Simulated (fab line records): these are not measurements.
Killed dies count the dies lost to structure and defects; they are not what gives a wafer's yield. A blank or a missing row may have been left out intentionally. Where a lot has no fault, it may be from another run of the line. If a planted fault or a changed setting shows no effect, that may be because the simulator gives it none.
Chamber matching || flow nandHarc || NHARC_A_STAIRCASE_DESCUM_11 on rieDiel-04: 4 sister chambers
The step chemistry O2, time 3 s. 4 wafers are shown with their chamber, then 7 later ones without.

## WAFERS WITH THEIR CHAMBER
{"wafer": "L079.1", "chamber": 0, "drypumpMotorCurrentA (A)": 5.8}
{"wafer": "L081.6", "chamber": 1, "drypumpMotorCurrentA (A)": 6.6}
{"wafer": "L087.2", "chamber": 2, "drypumpMotorCurrentA (A)": 6.3}
{"wafer": "L087.4", "chamber": 3, "drypumpMotorCurrentA (A)": 6.2}

## WAFERS WITHOUT THEIR CHAMBER
{"wafer": "L087.5", "drypumpMotorCurrentA (A)": 5.8}
{"wafer": "L085.3", "drypumpMotorCurrentA (A)": 6.3}
{"wafer": "L085.5", "drypumpMotorCurrentA (A)": 5.8}
{"wafer": "L085.6", "drypumpMotorCurrentA (A)": 6.1}
{"wafer": "L090.3", "drypumpMotorCurrentA (A)": 6.5}
{"wafer": "L090.4", "drypumpMotorCurrentA (A)": 5.8}
{"wafer": "L090.5", "drypumpMotorCurrentA (A)": 6.1}

## CHAMBER TAKEN BY EACH
{"wafer": "L087.5", "from the rows above": 0, "in truth": 0}
{"wafer": "L085.3", "from the rows above": "can't be placed: 2 or 3", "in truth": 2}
{"wafer": "L085.5", "from the rows above": 0, "in truth": 0}
{"wafer": "L085.6", "from the rows above": "can't be placed: 3 or 2", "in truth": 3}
{"wafer": "L090.3", "from the rows above": "can't be placed: 1 or 2", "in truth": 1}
{"wafer": "L090.4", "from the rows above": 0, "in truth": 0}
{"wafer": "L090.5", "from the rows above": "can't be placed: 3 or 2", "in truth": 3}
Correctly placed: 3 of 7. Can't be placed from these rows: 4 (the true chamber is among the candidates in 4). 0 placed wrongly.
How it was worked out, from the rows above alone: a wafer's distance from a chamber is the root of the sum, over the readings, of the square of ((its reading less the chamber's mean) divided by the reading's scatter). If the next closest chamber is less than 2 further off than the closest, the wafer can't be placed; otherwise it belongs to the closest. Each chamber's mean is taken over the wafers shown for it. The scatter: with one shown wafer a chamber, the root of the mean of the squares of how far each hidden wafer lies from its nearest shown one.
